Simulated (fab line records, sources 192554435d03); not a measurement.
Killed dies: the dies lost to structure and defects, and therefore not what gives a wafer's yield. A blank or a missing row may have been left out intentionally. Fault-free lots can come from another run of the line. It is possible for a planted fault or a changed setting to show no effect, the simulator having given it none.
A lot that was struck, set against a sound lot	flow n5 finfet	15 out of 1938 route steps
Sound: the wafers L383.1, L383.2, L383.6. Struck: wafers L394.3, L394.4, L394.6. The cause comes at the end.
For every step that has rows: the tool of each side, followed by ch and its chambers, followed by its first start. Under that, the readings that differ: sound wafers	struck wafers	difference of the means	sigmas: that difference in standard deviations of wafers without a fault.
alike: same words and numbers on both sides, and readings whose means sit less than 2 such deviations apart. not compared: any withheld reading, any reading some wafer has no value for, any bound like >300 that may hide the same value, and any number with overlapping values for which the record gives no deviation.
The two part at a step that has a row with sigmas, a row that says differs or no value, or rows on one side only. Non-overlapping numbers with no deviation appear without sigmas and do not part them. Lack of a reading on every wafer of one side parts them only where that side has two or more wafers.

first, 4 steps without rows for these wafers: N5_BEOL_M11_SOFTBAKE_06 (time 60 s); N5_BEOL_M11_EXPOSE_08 (exposes mask M11); N5_BEOL_M11_PEB_09 (peb time 60 s); N5_BEOL_M11_DEVELOP_10 (develop time 30 s).
N5_BEOL_M11_CD_MEAS_11: the cd target is 64.1 nm.
  sound on cd sem-01 ch 0, day 11 03:03; struck on cd sem-02 ch 0, day 14 05:26
  alike: cd nm
N5_BEOL_M11_OVL_MEAS_12:
  sound on overlay-01 ch 0, day 11 03:05; struck on overlay-01 ch 0, day 14 05:28
  alike: M11_OVL
N5_BEOL_M11_INSPECT_13: inspects for defects (brightfield).
  sound: defect inspect-01 at day 11 03:07; struck: defect inspect-02 at day 14 05:30
  alike: raw defect count
N5_BEOL_M11_DESCUM_16: chemistry O2, time 7.9 s.
  sound on rie diel-06 ch 1,3, day 11 03:08; struck on rie diel-04 ch 0,1,3, day 14 05:44
  alike: drypump motor current A, o2 flow sccm, oes product au, rf vpp V, showerhead plenum p Torr, throttle valve pct
  not compared: rf hours counter h
N5_BEOL_M11_ETCH_61: etches SiARC in CF4, target depth 39 nm, time 65 s.
  sound on rie diel-06 ch 1,3, day 11 03:11; struck on rie diel-04 ch 0,1,3, day 14 05:46
  alike: drypump motor current A, etch rf on time s, oes product au, rf vpp V, showerhead plenum p Torr, throttle valve pct
  not compared: rf hours counter h
N5_BEOL_M11_ETCH_62: etches SOC in N2/H2, target depth 110 nm, overetch 22 nm, time 165 s.
  sound on rie diel-06 ch 1,3, day 11 03:14; struck on rie diel-04 ch 0,1,3, day 14 05:49
  alike: drypump motor current A, oes product au, rf vpp V, showerhead plenum p Torr, throttle valve pct
  not compared: rf hours counter h
then, 1 step without rows for these wafers: N5_BEOL_M11_STRIP_68 (strips in N2/H2).
N5_BEOL_M11_STRIP_67: strips in CF4.
  sound on rie diel-06 ch 1,3, day 11 03:22; struck on rie diel-04 ch 0,1,3, day 14 05:58
  alike: drypump motor current A, oes product au, rf vpp V, showerhead plenum p Torr, throttle valve pct
  not compared: rf hours counter h
N5_BEOL_M11_HM_OPEN_17: chemistry Cl2/BCl3, target TiN, target depth 20 nm, overetch 6 nm.
  sound on rie metal-02 ch 0,1, day 11 03:25; struck on rie metal-02 ch 1, day 14 06:04
reading	sound	struck	difference	sigmas
model.SOC_of_BEOL_M11_COAT_59.thk nm (nm)	91.8 91.6 92	87.8 88 88.2	-3.8	
  alike: drypump motor current A, oes product au, throttle valve pct
  not compared: rf hours counter h
N5_BEOL_M11_STRIP_19: strips in O2.
  sound on rie diel-02 ch 1,2, day 11 03:31; struck on rie diel-06 ch 0,3, day 14 06:12
reading	sound	struck	difference	sigmas
o2 flow sccm (sccm)	224.0 224.3 224.0	224.9 225.1 226.1	+1.3	+2
  alike: drypump motor current A, oes product au, rf vpp V, showerhead plenum p Torr, throttle valve pct
  not compared: rf hours counter h
-- record jumps: 3 days separate the struck wafers' starts on either side; left off in module BEOL_M11, taken up again in module PASSIVATION, whose first shown step is the route's number 1936 --
N5_PASSIVATION_PROBE_49:
  rows exist in the record for the struck wafers here (prober-02, day 16 19:29), but not for the sound ones

== WHERE THEY PART ==
First at N5_BEOL_M11_STRIP_19; last, within this record, at N5_PASSIVATION_PROBE_49.

WHY: what the simulator had put in
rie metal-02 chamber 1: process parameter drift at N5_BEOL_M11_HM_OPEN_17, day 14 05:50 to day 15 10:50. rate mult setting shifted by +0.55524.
